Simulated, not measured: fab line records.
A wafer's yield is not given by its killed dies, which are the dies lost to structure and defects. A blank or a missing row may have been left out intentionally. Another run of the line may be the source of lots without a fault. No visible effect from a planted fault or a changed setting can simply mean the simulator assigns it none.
fab line records	flow nand-harc
record lots=5	wafers=15	last-day=32
route steps=1302 shown P_M1@313 P_M2@318 END@1302
lots untouched by any fault: they come from a run of this same line in which no faults occurred
start-h: the number of hours between the record's first day and the start of the first shown wafer of the lot	wait-h: hours elapsed since this lot's preceding step	" same as the row above	L1.1+2: a row that stands for several wafers	- no value, or no start was given	* or withheld: withheld	< > ~ a bound
route shown NAME@n: a module of which the file shows steps, and the number in the route of the first	usual: the fault-free wafers' mean and standard deviation	same: alike in all rows	chamber/n: place in a boat	sites: each site's reading	_std_site: the standard deviation of these	_edge_site: outer sites' mean less inner sites'	radius-mm: for every site, how far away it sits from the centre of the wafer	mask NAME#n: copy n	behind: tool/chamber where the wafer was last shaped	hold: cause of the lot's hold/its duration in hours/its outcome	device: the n, p or np transistor that did not switch	end of line: the tests these same wafers got at the end of their route	where a step has no rows: the recipe by itself	killed: dies lost to structure and defects at the first sort, not the wafer's yield	map: a wafer's dies, marking killed ones x, the rest . and places with no die _
set.NAME: the run value of the setting; set.NAME@STEP: its run value at that earlier step	model.NAME: the simulator's own value behind a step, which no gauge read
lots at some steps of the route; a table a step, a row a wafer
services: a tool's chamber out of use, with start hour (start-h, from the record's first day; less than 0 if before it), hours out, and reason
## steps
# step NHARC_P_M1_SRD_25
# step NHARC_P_M1_INSPECT_27
# usual raw-defect-count=300/120
lot.wafer	tool	chamber	start-h	wait-h	raw-defect-count
L517.3	defect-inspect-02	-	123.42	0.0	321
L517.5	"	-	"	"	291
L517.6	"	-	"	"	565
L521.2	defect-inspect-01	-	167.33	0.0	340
L521.4	"	-	"	"	304
L521.6	"	-	"	"	465
L525.2	defect-inspect-02	-	209.53	0.0	252
L525.3	"	-	"	"	328
L525.5	"	-	"	"	392
L535.4	defect-inspect-01	-	311.94	0.0	236
L535.5	"	-	"	"	457
L535.6	"	-	"	"	296
L537.3	defect-inspect-02	-	323.32	0.0	234
L537.5	"	-	"	"	293
L537.6	"	-	"	"	294
# step NHARC_P_M1_PRE_CLEAN_32
# recipe time-s=12	temp-c=370	rf-power-w=300	gas=NH3
# usual heater-power-w=666/82
lot.wafer	tool	chamber	start-h	wait-h	heater-power-w
L517.3	pecvd-03	0	123.61	0.2	685
L517.6	"	1	"	"	628
L517.5	"	2	"	"	636
L521.2	pecvd-04	0	167.42	0.1	644
L521.6	"	1	"	"	578
L521.4	"	2	"	"	626
L525.2	pecvd-01	1	209.61	0.1	630
L525.3	"	2	"	"	749
L525.5	"	1	"	"	613
L535.6	pecvd-04	2	312.04	0.1	664
L535.4	"	0	"	"	685
L535.5	"	1	"	"	533
L537.3	pecvd-03	1	323.39	0.1	658
L537.6	"	1	"	"	656
L537.5	"	2	"	"	690
# step NHARC_P_M1_DEP_33
# recipe target-thk-a=300	temp-c=370	target-thk-nm=30	pressure-torr=3	flow-sccm=200	rf-w=450	material=SiCN
# usual heater-power-w=605/87
lot.wafer	tool	chamber	start-h	wait-h	heater-power-w
L517.3	pecvd-03	0	123.75	0.1	623
L517.6	"	1	"	"	531
L517.5	"	2	"	"	702
L521.2	pecvd-04	0	167.56	0.1	586
L521.6	"	1	"	"	528
L521.4	"	2	"	"	557
L525.2	pecvd-01	1	209.72	0.1	635
L525.3	"	2	"	"	664
L525.5	"	1	"	"	625
L535.6	pecvd-04	2	312.21	0.2	575
L535.4	"	0	"	"	578
L535.5	"	1	"	"	474
L537.3	pecvd-03	1	323.46	0.1	610
L537.6	"	1	"	"	611
L537.5	"	2	"	"	594
# step NHARC_P_M2_DEP_00
# recipe target-thk-a=1825	target-thk-nm=182.5	temp-c=withheld	pressure-torr=5	flow-sccm=200	rf-w=600	material=SiOC
# step NHARC_P_M2_DEHYDRATE_01
# recipe temp-c=150	time-s=120
# step NHARC_P_M2_HMDS_02
# recipe time-s=30
# step NHARC_P_M2_COAT_34
# recipe temp-c=200	time-s=65
# step NHARC_P_M2_COAT_03
# recipe spin-rpm=1500	resist-thk-nm=90
# step NHARC_P_M2_SOFTBAKE_04
# recipe temp-c=105	time-s=55
# step NHARC_P_M2_EBR_05
# step NHARC_P_M2_EXPOSE_06
# recipe na=1.35	target-cd-nm=170	dose-mj=80.78	mask-id=P_M2
# same na=1.35
lot.wafer	tool	chamber	start-h	wait-h	mask
L517.3+5+6	arfi-scanner-03	0	124.78	-	P_M2#0
L521.2+4+6	arfi-scanner-03	0	168.46	-	P_M2#0
L525.2+3+5	arfi-scanner-03	0	210.78	-	P_M2#0
L535.4+5+6	arfi-scanner-03	0	313.20	-	P_M2#0
L537.3+5+6	arfi-scanner-02	0	324.56	-	P_M2#0
# step NHARC_P_M2_PEB_07
# recipe peb-temp-c=100	peb-time-s=65
# step NHARC_P_M2_DEVELOP_08
# recipe develop-time-s=35	dev-temp-c=23
# step NHARC_P_M2_CD_MEAS_09
# recipe target-cd-nm=170	landing-energy-ev=500
# usual cd-nm=170.1/0.63
# same landing-energy-ev=500
lot.wafer	tool	chamber	start-h	wait-h	cd-nm
L517.3	cd-sem-03	0	124.91	-	170.7
L517.5	"	0	"	"	170.3
L517.6	"	0	"	"	170.0
L521.2	cd-sem-03	0	168.60	-	169.6
L521.4	"	0	"	"	170.3
L521.6	"	0	"	"	170.3
L525.2	cd-sem-01	0	210.92	-	175.3
L525.3	"	0	"	"	173.5
L525.5	"	0	"	"	173.5
L535.4	cd-sem-01	0	313.33	-	170.1
L535.5	"	0	"	"	169.7
L535.6	"	0	"	"	169.7
L537.3	cd-sem-03	0	324.70	-	169.8
L537.5	"	0	"	"	169.7
L537.6	"	0	"	"	169.6
# step NHARC_P_M2_OVL_MEAS_10
# recipe pitch-nm=340
# usual overlay-x-nm=-0.1/1.1	overlay-y-nm=0.0/0.89
lot.wafer	tool	chamber	start-h	wait-h	overlay-x-nm	overlay-y-nm
L517.3	overlay-01	-	125.00	-	-0.7	-0.8
L517.5	"	-	"	"	-0.2	0.3
L517.6	"	-	"	"	-0.8	-0.7
L521.2	overlay-01	-	168.69	-	1.2	0.4
L521.4	"	-	"	"	0.9	0.0
L521.6	"	-	"	"	1.8	0.0
L525.2	overlay-02	-	211.01	-	0.7	1.3
L525.3	"	-	"	"	0.5	0.9
L525.5	"	-	"	"	0.6	0.9
L535.4	overlay-02	-	313.42	-	0.4	-1.0
L535.5	"	-	"	"	0.3	-0.9
L535.6	"	-	"	"	1.0	-1.6
L537.3	overlay-02	-	324.78	-	0.1	2.1
L537.5	"	-	"	"	0.8	1.2
L537.6	"	-	"	"	0.2	1.7
# step NHARC_P_M2_INSPECT_11
# usual raw-defect-count=5/3
lot.wafer	tool	chamber	start-h	wait-h	raw-defect-count
L517.3	defect-inspect-01	-	125.03	0.0	4
L517.5	"	-	"	"	6
L517.6	"	-	"	"	4
L521.2	defect-inspect-02	-	168.73	0.0	3
L521.4	"	-	"	"	6
L521.6	"	-	"	"	4
L525.2	defect-inspect-01	-	211.04	0.0	8
L525.3	"	-	"	"	2
L525.5	"	-	"	"	7
L535.4	defect-inspect-02	-	313.45	0.0	0
L535.5	"	-	"	"	1
L535.6	"	-	"	"	1
L537.3	defect-inspect-02	-	324.82	0.0	6
L537.5	"	-	"	"	6
L537.6	"	-	"	"	12
# step NHARC_P_M2_DESCUM_14
# recipe time-s=3	o2-flow-sccm=200	ar-flow-sccm=0	bias-power-w=0	chemistry=O2
# usual drypump-motor-current-A=6.0/0.45	oes-product-au=1.003/0.01	rf-vpp-V=58.0/0.79	showerhead-plenum-p-Torr=1.96/0.054	throttle-valve-pct=11.310/0.0095
lot.wafer	tool	chamber	start-h	wait-h	drypump-motor-current-A	oes-product-au	rf-hours-counter-h	rf-vpp-V	showerhead-plenum-p-Torr	throttle-valve-pct	model.P_M2.cd-nm
L517.3	rie-diel-09	1	125.11	0.1	5.7	1.004	7.1	58.1	1.94	11.299	171.1
L517.5	"	3	"	"	6.2	0.999	-	57.3	1.91	11.314	170
L517.6	"	0	"	"	5.8	1.000	-	58.3	2.00	11.297	169.8
L521.4	rie-diel-11	0	168.81	0.1	5.5	1.005	4.9	57.6	1.91	11.321	170
L521.2	"	1	"	"	6.7	0.996	5.2	58.2	1.99	11.334	169.6
L521.6	"	2	"	"	6.5	1.004	-	58.3	1.99	11.327	169.6
L525.2	rie-diel-09	0	211.10	0.1	5.7	0.994	2.1	57.7	2.00	11.312	175.3
L525.3	"	2	"	"	5.9	1.018	2.3	58.2	2.02	11.304	173.2
L525.5	"	0	"	"	5.7	0.988	-	58.1	2.00	11.304	173.4
L535.4	rie-diel-09	1	313.52	0.1	5.7	1.009	7.3	60.0	1.93	11.309	170.4
L535.6	"	0	"	"	5.8	0.993	-	56.9	2.00	11.309	169
L535.5	"	1	"	"	5.7	1.018	-	58.3	1.93	11.299	169.6
L537.3	rie-diel-08	2	324.88	0.1	6.8	1.022	7.0	58.4	2.05	11.327	170.1
L537.6	"	3	"	"	5.1	1.009	-	55.6	1.90	11.310	169.4
L537.5	"	1	"	"	5.5	0.994	-	57.3	2.00	11.301	170.6
# step NHARC_P_M2_ETCH_35
# recipe target-depth-a=400	overetch-a=120	time-s=43.94	ion-energy-ev=200	n2-flow-sccm=150	h2-flow-sccm=150	ar-flow-sccm=0	rf-w=400	bias-w=150	chemistry=N2/H2
# usual drypump-motor-current-A=6.0/0.44	n2-flow-sccm=150.1/0.45	oes-product-au=1.003/0.01	rf-vpp-V=432.0/1.9	showerhead-plenum-p-Torr=2.09/0.058	throttle-valve-pct=14.171/0.0097
lot.wafer	tool	chamber	start-h	wait-h	drypump-motor-current-A	n2-flow-sccm	oes-product-au	rf-hours-counter-h	rf-vpp-V	showerhead-plenum-p-Torr	throttle-valve-pct
L517.3	rie-diel-09	0	125.18	0.1	5.7	150.8	0.999	6.8	433.1	2.13	14.173
L517.5	"	0	"	"	5.7	150.4	1.007	-	434.8	2.13	14.179
L517.6	"	1	"	"	5.7	150.0	1.005	-	430.3	2.06	14.155
L521.4	rie-diel-11	0	168.88	0.1	5.6	149.3	1.000	4.9	429.3	2.03	14.187
L521.2	"	2	"	"	6.5	150.0	1.002	4.1	433.0	2.12	14.160
L521.6	"	0	"	"	5.6	149.7	0.996	-	429.7	2.04	14.172
L525.3	rie-diel-09	2	211.19	0.1	5.9	150.3	1.017	2.3	431.8	2.16	14.166
L525.2	"	0	"	"	5.7	149.9	0.995	2.1	430.1	2.13	14.182
L525.5	"	2	"	"	5.9	149.8	1.015	-	434.7	2.16	14.159
L535.4	rie-diel-09	2	313.59	0.1	5.9	149.7	1.003	7.9	434.1	2.15	14.168
L535.6	"	2	"	"	5.9	150.5	1.006	-	434.0	2.15	14.185
L535.5	"	3	"	"	6.2	150.3	1.002	-	430.5	2.04	14.174
L537.3	rie-diel-08	1	324.99	0.1	5.5	149.1	1.004	7.0	432.7	2.14	14.175
L537.6	"	3	"	"	5.0	149.4	1.007	-	430.6	2.03	14.171
L537.5	"	2	"	"	6.8	150.5	1.007	-	435.2	2.19	14.176
# step NHARC_P_M2_ETCH_15
# recipe target-depth-a=1825	time-s=91.2	c4f8-flow-sccm=withheld	ar-flow-sccm=400	rf-w=600	bias-w=300	chemistry=C4F8/Ar
# usual oes-product-au=0.945/0.024	rf-vpp-V=442.3/1.8
lot.wafer	tool	chamber	start-h	wait-h	oes-product-au	rf-hours-counter-h	rf-vpp-V
L517.3	rie-diel-09	0	-	-	0.916	6.8	441.8
L517.5	"	3	"	"	0.916	-	440.1
L517.6	"	0	"	"	0.936	-	443.2
L521.2	rie-diel-11	3	-	-	0.922	3.8	439.3
L521.4	"	2	"	"	0.925	4.1	443.6
L521.6	"	3	"	"	0.934	-	439.8
L525.3	rie-diel-09	2	-	-	0.986	2.4	445.0
L525.2	"	0	"	"	0.953	2.1	442.0
L525.5	"	1	"	"	0.976	-	441.1
L535.4	rie-diel-09	2	-	-	0.935	8.0	443.8
L535.6	"	0	"	"	0.919	-	444.1
L535.5	"	1	"	"	0.939	-	441.8
L537.3	rie-diel-08	1	-	-	0.917	7.1	445.8
L537.5	"	2	"	"	0.932	-	443.7
L537.6	"	1	"	"	0.920	-	442.3
# step NHARC_P_M2_CD_MEAS_16
# usual cd-nm=169.9/0.76
lot.wafer	tool	chamber	start-h	wait-h	cd-nm
L517.3	cd-sem-03	-	125.40	-	171.2
L517.5	"	-	"	"	170.5
L517.6	"	-	"	"	169.9
L521.2	cd-sem-01	-	169.11	-	169.4
L521.4	"	-	"	"	170.1
L521.6	"	-	"	"	169.8
L525.2	cd-sem-01	-	211.41	-	175.2
L525.3	"	-	"	"	173.1
L525.5	"	-	"	"	173.5
L535.4	cd-sem-02	-	313.82	-	170.5
L535.5	"	-	"	"	169.5
L535.6	"	-	"	"	169.3
L537.3	cd-sem-02	-	325.23	-	170.0
L537.5	"	-	"	"	170.9
L537.6	"	-	"	"	169.6
# step NHARC_P_M2_STRIP_18
# recipe power-w=1000	n2-flow-sccm=150	h2-flow-sccm=150	ar-flow-sccm=0	bias-w=0	chemistry=N2/H2
# usual drypump-motor-current-A=6.1/0.5	n2-flow-sccm=149.9/0.46	oes-product-au=1.003/0.0093	power-w=1000.3/2.9	rf-vpp-V=91.0/0.82	showerhead-plenum-p-Torr=2.09/0.062	throttle-valve-pct=14.170/0.01
lot.wafer	tool	chamber	start-h	wait-h	drypump-motor-current-A	n2-flow-sccm	oes-product-au	power-w	rf-hours-counter-h	rf-vpp-V	showerhead-plenum-p-Torr	throttle-valve-pct
L517.3	rie-diel-11	1	125.50	0.1	6.8	149.6	0.993	1004.7	2.7	91.4	2.13	14.187
L517.5	"	0	"	"	5.5	149.6	0.999	1000.6	-	90.7	2.04	14.174
L517.6	"	1	"	"	6.8	150.0	0.996	1001.3	-	91.1	2.13	14.159
L521.4	rie-diel-08	0	169.18	0.1	5.9	150.0	1.006	995.6	6.9	92.7	2.15	14.180
L521.2	"	2	"	"	6.8	150.4	0.992	1001.7	10.5	90.8	2.20	14.181
L521.6	"	1	"	"	5.5	149.7	0.997	997.6	-	91.2	2.14	14.171
L525.2	rie-diel-11	2	211.48	0.1	6.5	150.8	0.997	1003.9	5.9	90.0	2.12	14.157
L525.3	"	3	"	"	6.4	149.2	0.989	999.4	5.4	91.4	1.99	14.171
L525.5	"	3	"	"	6.4	149.5	1.001	1003.1	-	89.5	1.99	14.170
L535.4	rie-diel-11	0	313.94	0.1	5.6	149.6	0.994	1001.6	2.6	91.2	2.03	14.178
L535.5	"	2	"	"	6.5	150.1	1.008	999.5	-	89.6	2.12	14.165
L535.6	"	3	"	"	6.4	150.4	1.005	998.7	-	90.7	1.98	14.147
L537.3	rie-diel-11	0	325.38	0.1	5.5	149.7	0.999	996.3	2.9	90.5	2.03	14.172
L537.5	"	1	"	"	6.8	149.8	1.006	997.4	-	90.9	2.12	14.175
L537.6	"	2	"	"	6.5	150.1	1.003	1003.3	-	90.1	2.12	14.166
# step NHARC_P_M2_ETCH_28
# recipe target-depth-a=300	over-etch-frac=0.3	time-s=72.99	ion-energy-ev=150	cf4-flow-sccm=50	n2-flow-sccm=100	ar-flow-sccm=150	rf-w=300	bias-w=100	chemistry=CF4/N2
# usual drypump-motor-current-A=6.1/0.49	n2-flow-sccm=99.99/0.26	oes-product-au=1.004/0.0099	rf-vpp-V=315.1/1.5	showerhead-plenum-p-Torr=2.68/0.073	throttle-valve-pct=19.793/0.0088
lot.wafer	tool	chamber	start-h	wait-h	drypump-motor-current-A	n2-flow-sccm	oes-product-au	rf-hours-counter-h	rf-vpp-V	showerhead-plenum-p-Torr	throttle-valve-pct	model.P_M2.cd-nm
L517.3	rie-diel-11	3	-	-	6.4	100.48	0.993	2.2	313.9	2.56	19.805	171.6
L517.5	"	1	"	"	6.8	100.07	0.997	-	316.1	2.73	19.806	170.8
L517.6	"	2	"	"	6.5	100.44	0.986	-	315.8	2.73	19.798	170.2
L521.4	rie-diel-08	0	-	-	5.9	100.25	1.007	7.0	315.8	2.76	19.785	169.6
L521.2	"	2	"	"	6.8	99.76	1.000	10.5	317.1	2.81	19.796	168.5
L521.6	"	1	"	"	5.5	99.91	0.996	-	316.1	2.75	19.783	170.3
L525.2	rie-diel-11	1	-	-	6.7	99.95	0.998	7.0	317.2	2.73	19.801	175.8
L525.3	"	3	"	"	6.4	100.23	0.996	5.4	313.4	2.56	19.797	173.9
L525.5	"	1	"	"	6.7	99.53	1.005	-	315.9	2.73	19.795	174.1
L535.4	rie-diel-11	3	-	-	6.4	99.75	1.019	2.4	314.1	2.56	19.779	171.3
L535.6	"	2	"	"	6.5	100.13	1.013	-	316.4	2.72	19.784	169.2
L535.5	"	3	"	"	6.4	99.81	1.025	-	312.0	2.56	19.796	169.1
L537.3	rie-diel-11	2	-	-	6.5	100.03	1.004	2.6	315.5	2.72	19.771	170.9
L537.6	"	2	"	"	6.5	99.93	1.003	-	315.4	2.72	19.805	169.3
L537.5	"	3	"	"	6.4	99.61	1.008	-	312.4	2.56	19.797	171.2
# step NHARC_P_M2_STRIP_19
# recipe time-s=600	temp-c=30	chemistry=post-etch-residue-remover
# step NHARC_END_SORT_01
# recipe temp-c=25
# usual defect-limited-yield=91.1/2.9	killed-at-array=55/20	killed-at-other=1.1/1.2	killed-at-periphery=3.8/2.8	killed-dies=60/19	killed-open=3.4/1.9	killed-short=2.2/1.5
# same gross-dies=677
lot.wafer	tool	chamber	start-h	wait-h	defect-limited-yield[%]	killed-at-array	killed-at-other	killed-at-periphery	killed-dies	killed-open	killed-short
L517.3	prober-01	0	548.78	3.1	91.6	50	1	6	57	4	3
L517.5	prober-01	0	550.39	3.7	91.7	50	2	4	56	6	5
L517.6	prober-01	0	551.19	4.0	94.5	35	1	1	37	1	1
L525.2	prober-01	0	634.03	2.8	85.4	94	0	5	99	5	1
L525.3	prober-01	0	634.84	3.1	87.0	87	0	1	88	0	2
L525.5	prober-01	0	636.46	3.7	83.8	104	2	4	110	4	2
L535.4	prober-01	0	762.13	3.4	92.6	46	2	2	50	5	1
L535.5	prober-01	0	762.94	3.7	91.6	55	0	2	57	3	4
L535.6	prober-01	0	763.74	4.0	91.6	56	1	0	57	2	3
# killed by level:class
L517.3 A_CHANNEL_HOLE_D1:chamber-film-flake=32 A_STAIRCASE:chamber-film-flake=5 A_CHANNEL_HOLE_D2:chamber-film-flake=4 A_CONTACT:chamber-film-flake=4 P_ZERO_WELL:chamber-film-flake=2 P_GATE:geometric-particle:open=1 P_CONTACT:geometric-particle:open=1 P_M0:geometric-particle:open=1
L517.5 A_CHANNEL_HOLE_D1:chamber-film-flake=29 A_CHANNEL_HOLE_D2:chamber-film-flake=8 P_ZERO_WELL:chamber-film-flake=3 A_WL_FILL:geometric-particle:short=2 A_CHANNEL_HOLE_D1:geometric-particle:short=1 A_DECK1_JOINT:geometric-particle:open=1 A_ONON_D2:geometric-particle:short=1 A_CHANNEL_FILL_D2:geometric-particle:open=1
L517.6 A_CHANNEL_HOLE_D1:chamber-film-flake=27 A_WL_FILL:chamber-film-flake=2 A_WL_FILL:geometric-particle:short=1 A_WL_FILL:geometric-particle:open=1 P_ZERO_WELL:chamber-film-flake=1 A_CHANNEL_HOLE_D2:chamber-film-flake=1 A_CHANNEL_FILL_D2:chamber-film-flake=1 A_STAIRCASE:chamber-film-flake=1
L525.2 A_CHANNEL_HOLE_D2:chamber-film-flake=37 A_CHANNEL_HOLE_D1:chamber-film-flake=25 A_SLIT:chamber-film-flake=23 A_CONTACT:chamber-film-flake=4 P_ZERO_WELL:chamber-film-flake=2 P_GATE:geometric-particle:open=1 P_M0:geometric-particle:open=1 A_ONON_D2:geometric-particle:short=1
L525.3 A_CHANNEL_HOLE_D1:chamber-film-flake=27 A_SLIT:chamber-film-flake=25 A_CHANNEL_HOLE_D2:chamber-film-flake=24 A_DECK1_JOINT:chamber-film-flake=3 A_STAIRCASE:chamber-film-flake=3 A_CHANNEL_FILL_D1:geometric-particle:short=1 A_BLC:geometric-particle:short=1 P_STI:chamber-film-flake=1
L525.5 A_CHANNEL_HOLE_D2:chamber-film-flake=35 A_CHANNEL_HOLE_D1:chamber-film-flake=29 A_SLIT:chamber-film-flake=26 A_CONTACT:chamber-film-flake=6 P_STI:chamber-film-flake=2 A_STAIRCASE:chamber-film-flake=2 P_CONTACT:geometric-particle:open=1 A_CHANNEL_FILL_D1:geometric-particle:short=1
L535.4 A_CHANNEL_HOLE_D2:chamber-film-flake=22 A_CHANNEL_HOLE_D1:chamber-film-flake=10 A_SLIT:chamber-film-flake=4 A_CONTACT:chamber-film-flake=3 A_WL_FILL:chamber-film-flake=2 P_CONTACT:geometric-particle:open=1 A_CHANNEL_HOLE_D1:geometric-particle:short=1 A_ONON_D2:geometric-particle:open=1
L535.5 A_CHANNEL_HOLE_D2:chamber-film-flake=21 A_CHANNEL_HOLE_D1:chamber-film-flake=11 A_SLIT:chamber-film-flake=7 A_STAIRCASE:chamber-film-flake=3 A_WL_FILL:chamber-film-flake=2 A_CONTACT:chamber-film-flake=2 A_M1:chamber-film-flake=2 A_CHANNEL_HOLE_D1:geometric-particle:open=1
L535.6 A_CHANNEL_HOLE_D2:chamber-film-flake=24 A_CHANNEL_HOLE_D1:chamber-film-flake=12 A_SLIT:chamber-film-flake=3 A_DECK1_JOINT:chamber-film-flake=3 A_STAIRCASE:chamber-film-flake=3 A_ZERO_WELL:chamber-film-flake=2 A_CHANNEL_FILL_D1:geometric-particle:short=1 A_CHANNEL_HOLE_D2:geometric-particle:short=1
## services
tool	chamber	start-h	hours	kind
rie-diel-08	0	103.14	8.7	repair
pecvd-03	-	111.52	0.6	repair
rie-diel-09	2	113.36	3.7	repair
pecvd-01	1	126.30	6.8	repair
pecvd-01	-	130.00	13.0	pm
rie-diel-09	-	143.15	9.0	pm
pecvd-01	-	153.76	1.5	repair
pecvd-01	-	162.05	0.3	repair
rie-diel-08	-	173.72	1.2	repair
pecvd-03	-	185.00	13.0	pm
rie-diel-08	-	190.81	9.0	pm
arfi-scanner-03	-	196.02	4.0	pm
rie-diel-08	3	218.39	7.3	repair
pecvd-01	1	227.25	32.9	repair
rie-diel-11	0	242.89	5.3	repair
pecvd-01	0	242.97	6.8	repair
rie-diel-11	-	255.50	9.0	pm
pecvd-04	-	269.63	13.0	pm
rie-diel-09	3	275.11	9.4	repair
arfi-scanner-03	-	279.46	14.2	repair
pecvd-03	-	279.55	16.2	repair
rie-diel-08	0	316.43	29.9	repair
rie-diel-09	-	320.15	9.0	pm
pecvd-04	0	323.30	14.9	repair
## key
first-sign step=NHARC_P_M2_CD_MEAS_09	reading=cd-nm	direction=up	sigmas=6.3	usual=170.1	struck=174.1
effect step=NHARC_P_M2_CD_MEAS_16	reading=cd-nm	direction=up	sigmas=5.3	usual=169.9	struck=174.0
model-effect step=NHARC_P_M2_DESCUM_14	value=P_M2.cd-nm	without=170.7	struck=173.9
model-effect step=NHARC_P_M2_ETCH_28	value=P_M2.cd-nm	without=171.3	struck=174.6
met-at NHARC_P_M2_EXPOSE_06
struck-wafers L525.2,L525.3,L525.5
onset-between 168.46 210.78
also-fits NHARC_P_M1_PRE_CLEAN_32:pecvd-01,NHARC_P_M1_DEP_33:pecvd-01
fault kind=process-parameter-drift	tool=arfi-scanner-03	chamber=-	onset-h=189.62	steps=NHARC_P_M2_EXPOSE_06	channel=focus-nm	offset=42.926	spread-by-wafer=0.3	shape=step	end-h=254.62
